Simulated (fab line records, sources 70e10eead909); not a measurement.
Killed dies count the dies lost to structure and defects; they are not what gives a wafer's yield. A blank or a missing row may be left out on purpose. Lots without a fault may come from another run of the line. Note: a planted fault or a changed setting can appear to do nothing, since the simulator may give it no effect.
Matching of chambers / flow nand_harc / rie_diel-01 running NHARC_P_ZERO_WELL_DESCUM_39: 4 sister chambers
The step chemistry O2, time 3 s. 4 wafers are shown with their chamber, then 9 later ones without.

## WAFERS PAIRED WITH THEIR CHAMBERS
wafer=L087.4; chamber=0; showerhead_plenum_p_Torr (Torr)=1.96
wafer=L089.1; chamber=3; showerhead_plenum_p_Torr (Torr)=1.83
wafer=L089.2; chamber=2; showerhead_plenum_p_Torr (Torr)=1.92
wafer=L089.4; chamber=1; showerhead_plenum_p_Torr (Torr)=2.02

## WAFERS WHOSE CHAMBER IS MISSING
wafer=L090.2; showerhead_plenum_p_Torr (Torr)=1.92
wafer=L090.3; showerhead_plenum_p_Torr (Torr)=1.96
wafer=L090.5; showerhead_plenum_p_Torr (Torr)=1.96
wafer=L091.4; showerhead_plenum_p_Torr (Torr)=1.83
wafer=L091.5; showerhead_plenum_p_Torr (Torr)=1.91
wafer=L091.6; showerhead_plenum_p_Torr (Torr)=2.02
wafer=L096.2; showerhead_plenum_p_Torr (Torr)=1.95
wafer=L096.5; showerhead_plenum_p_Torr (Torr)=1.91
wafer=L096.6; showerhead_plenum_p_Torr (Torr)=2.01

## CHAMBER TAKEN BY EACH
wafer=L090.2; from the rows above=2; in truth=2
wafer=L090.3; from the rows above=0; in truth=0
wafer=L090.5; from the rows above=0; in truth=0
wafer=L091.4; from the rows above=3; in truth=3
wafer=L091.5; from the rows above=2; in truth=2
wafer=L091.6; from the rows above=1; in truth=1
wafer=L096.2; from the rows above=0; in truth=0
wafer=L096.5; from the rows above=2; in truth=2
wafer=L096.6; from the rows above=1; in truth=1
9 of 9 placed correctly. Number that these rows cannot place: 0. Number placed wrongly: 0.
How it was worked out, from the rows above alone: a wafer's distance from a chamber is the root of the sum, over the readings, of the square of ((its reading less the chamber's mean) divided by the reading's scatter). If the next closest chamber is less than 2 further off than the closest, the wafer can't be placed; otherwise it belongs to the closest. For every chamber, the mean is computed from those of its wafers that are shown. The scatter: root of mean squared gap, hidden wafer to nearest shown wafer, with one shown wafer a chamber.
